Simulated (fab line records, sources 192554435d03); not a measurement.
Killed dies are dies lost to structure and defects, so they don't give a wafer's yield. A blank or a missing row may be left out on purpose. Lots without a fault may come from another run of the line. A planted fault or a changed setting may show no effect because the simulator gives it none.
A struck lot beside a sound one | flow n5_finfet | 36 steps out of a route of 1938
Sound: wafers L144.3, L144.5, L144.6. Struck: wafers L138.3, L138.4, L138.6. The cause comes at the end.
At each step with rows: each side's tool, then ch and its chambers, then its first start. Under that, the readings that differ: sound wafers | struck wafers | difference of the means | sigmas: that difference in standard deviations of wafers without a fault.
alike: readings whose means differ by less than 2 such deviations, and words and numbers that are the same on both sides. not compared: withheld readings, readings that some wafer has no value for, bounds like >300 that may hide the same value, and numbers for which the record gives no deviation and whose values overlap.
The two part at a step that has a row with sigmas, a row that says differs or no value, or rows on one side only. Numbers that don't overlap but have no deviation are shown without sigmas and don't part them. A reading that every wafer of one side lacks parts them only if that side has two wafers or more.

first, 9 steps without rows for these wafers: N5_WELL_APT_HMDS_01 (time 60 s); N5_WELL_APT_COAT_02 (resist thk 950 nm); N5_WELL_APT_EBR_04; N5_WELL_APT_SOFTBAKE_03 (time 60 s); N5_WELL_APT_EXPOSE_05 (exposes mask NWELL, defocus 0 nm, target cd 200 nm); N5_WELL_APT_PEB_06 (peb time 90 s); N5_WELL_APT_DEVELOP_07 (develop time 45 s); N5_WELL_APT_HARDBAKE_12 (time 120 s); N5_WELL_APT_DESCUM_13 (chemistry O2, time 7.9 s).
N5_WELL_APT_IMPLANT_14:
  sound on implanter-02 ch 0, day 6 01:56; struck on implanter-01 ch 0, day 4 14:03
  reading            | sound                           | struck                           | difference  | sigmas
  dose_ions_cm2      | 1.5034e+13 1.499e+13 1.5015e+13 | 1.3053e+13 1.3025e+13 1.3002e+13 | -1.9863e+12 | -99 or more
  faraday_current_uA | 188 187 192                     | 173 165 165                      | -21         | -5
then, 25 steps without rows for these wafers: N5_WELL_APT_IMPLANT_15; N5_WELL_APT_STRIP_16 (strips in SPM, time 900 s); N5_WELL_APT_HMDS_18 (time 60 s); N5_WELL_APT_COAT_19 (resist thk 950 nm); N5_WELL_APT_EBR_21; N5_WELL_APT_SOFTBAKE_20 (time 60 s); N5_WELL_APT_EXPOSE_22 (exposes mask PWELL, defocus 0 nm, target cd 200 nm); N5_WELL_APT_PEB_23 (peb time 90 s); N5_WELL_APT_DEVELOP_24 (develop time 45 s); N5_WELL_APT_HARDBAKE_29 (time 120 s); N5_WELL_APT_DESCUM_30 (chemistry O2, time 7.9 s); N5_WELL_APT_IMPLANT_31; N5_WELL_APT_IMPLANT_32; N5_WELL_APT_STRIP_33 (strips in SPM, time 900 s); N5_WELL_APT_RTA_34 (time 10 s); N5_WELL_APT_OXIDE_STRIP_42 (strips SiO2 in dHF, time 45 s, target depth 12 nm); N5_WELL_APT_PRECLEAN_36 (cleans in O3/DIW, time 45 s); N5_WELL_APT_PRECLEAN_39 (cleans in dHF, time 60 s); N5_WELL_APT_SRD_37 (time 30 s); N5_WELL_APT_EPI_41 (deposits Si from SiH4/H2, target thk 50 nm, time 297.7 s); N5_PMOS_HMC_CHANNEL_EPI_HM_DEP_34 (deposits SiO2 from TEOS/O2, target thk 36 nm, time 6.9 s); N5_PMOS_HMC_CHANNEL_EPI_COAT_31 (time 60 s, resist thk 66 nm); N5_PMOS_HMC_CHANNEL_EPI_COAT_03 (resist thk 205 nm); N5_PMOS_HMC_CHANNEL_EPI_EBR_05; N5_PMOS_HMC_CHANNEL_EPI_SOFTBAKE_04 (time 60 s).
-- the record jumps here: 7 days lie between the struck wafers' starts before and after (it left off in module PMOS_HMC_CHANNEL_EPI and takes up again in module BEOL_M4, whose first step shown is number 1111 of the route) --
N5_BEOL_M4_RC_MEAS_101:
  sound on prober-01 ch 0, day 12 12:43; struck on prober-02 ch 0, day 11 10:21
  reading           | sound          | struck         | difference | sigmas
  ION_N (uA/um)     | 658 661 665    | 698 671 685    | +23        | +2
  RS_NWELL (ohm/sq) | 1034 1028 1033 | 1114 1136 1125 | +93        | +15
  alike: DIBL_N, DIBL_P, IOFF_N, IOFF_P, ION_P, SS_N, SS_P, VT_N, VT_P

WHERE THEY PART
First at N5_WELL_APT_IMPLANT_14; last, within this record, at N5_BEOL_M4_RC_MEAS_101.

WHY: what the simulator had put in
Process parameter drift: implanter-01, from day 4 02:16 on, at N5_WELL_APT_IMPLANT_14. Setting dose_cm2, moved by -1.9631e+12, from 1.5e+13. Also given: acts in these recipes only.
